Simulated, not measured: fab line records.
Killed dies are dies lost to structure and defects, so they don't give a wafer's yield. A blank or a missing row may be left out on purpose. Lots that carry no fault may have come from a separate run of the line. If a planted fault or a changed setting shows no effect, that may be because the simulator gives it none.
The tool behind it: which one?	flow nand_harc	6 lots with 18 wafers sampled at 5 steps, on a route of 1159 steps

WHAT THE GAUGES READ, wafer by wafer
NHARC_END_SORT_01.
lot	measured	on	killed_at_array
L578	day 22 21:02	prober-02	10 29 22
L580	day 23 03:11	prober-01	34 27 25

EACH LOT AND THE TOOL THAT RAN IT (in order: tool; ch and the chambers of the sampled wafers; start)
lot	NHARC_P_CONTACT_STRIP_37	NHARC_A_M1_ETCH_35	NHARC_THIN_TSV_ETCHBACK_48	NHARC_THIN_TSV_ANNEAL_52
L567	rie_diel-13 ch 1,3, day 6 05:58	rie_diel-12 ch 0,1, day 18 02:46	rie_diel-09 ch 2,3, day 20 01:35	rtp_anneal-02 ch 0, day 20 03:24
L570	rie_diel-10 ch 0,3, day 7 03:23	rie_diel-08 ch 0,1, day 19 08:27	rie_diel-13 ch 0,2, day 20 07:09	rtp_anneal-02 ch 0, day 20 08:56
L573	rie_diel-10 ch 2,3, day 7 13:34	rie_diel-04 ch 0,2,3, day 19 13:40	rie_diel-13 ch 1,2, day 20 15:32	rtp_anneal-02 ch 0, day 20 17:24
L578	rie_diel-13 ch 0,2,3, day 9 04:47	rie_diel-04 ch 0,3, day 21 06:49	rie_diel-13 ch 0,3, day 22 04:54	rtp_anneal-02 ch 0, day 22 06:40
L580	rie_diel-13 ch 0,2,3, day 9 13:17	rie_diel-12 ch 0,1,3, day 21 15:28	rie_diel-13 ch 0,2,3, day 22 14:22	rtp_anneal-02 ch 0, day 22 16:04
L585	rie_diel-10 ch 0,2,3, day 10 21:38	rie_diel-08 ch 0,1,2, day 23 14:08	rie_diel-13 ch 0,1,2, day 24 13:11	rtp_anneal-02 ch 0, day 24 14:57
- NHARC_P_CONTACT_STRIP_37: strips in C4F8/O2/Ar.
- NHARC_A_M1_ETCH_35: etches the open film in N2/H2, target depth 40 nm, overetch 12 nm, time 43.94 s.
- NHARC_THIN_TSV_ETCHBACK_48: etches the open film in C4F8/Ar, target depth 1028.5 nm, time 405.17 s.
- NHARC_THIN_TSV_ANNEAL_52: time 90 s.

THE ANSWER, worked out from the rows above alone
Rule: the usual values come from the lots themselves. Put in order of their means at a reading, lots are off if they are a third of the lots or fewer, leave a main group of 4 or more, and stand apart from it by a gap of 3 or more times the standard deviation of the main group's means; of several such gaps the widest counts. A main group is skipped when, at the precision printed for the reading in the tables above, its means are all equal. A lot without any number at a reading at which 4 lots or more have one is off too. Any other lot the step has rows for is counted as sound.
Nothing can be told from this: no lot is off at any reading shown.

WHAT THE SIMULATOR HAD INSERTED
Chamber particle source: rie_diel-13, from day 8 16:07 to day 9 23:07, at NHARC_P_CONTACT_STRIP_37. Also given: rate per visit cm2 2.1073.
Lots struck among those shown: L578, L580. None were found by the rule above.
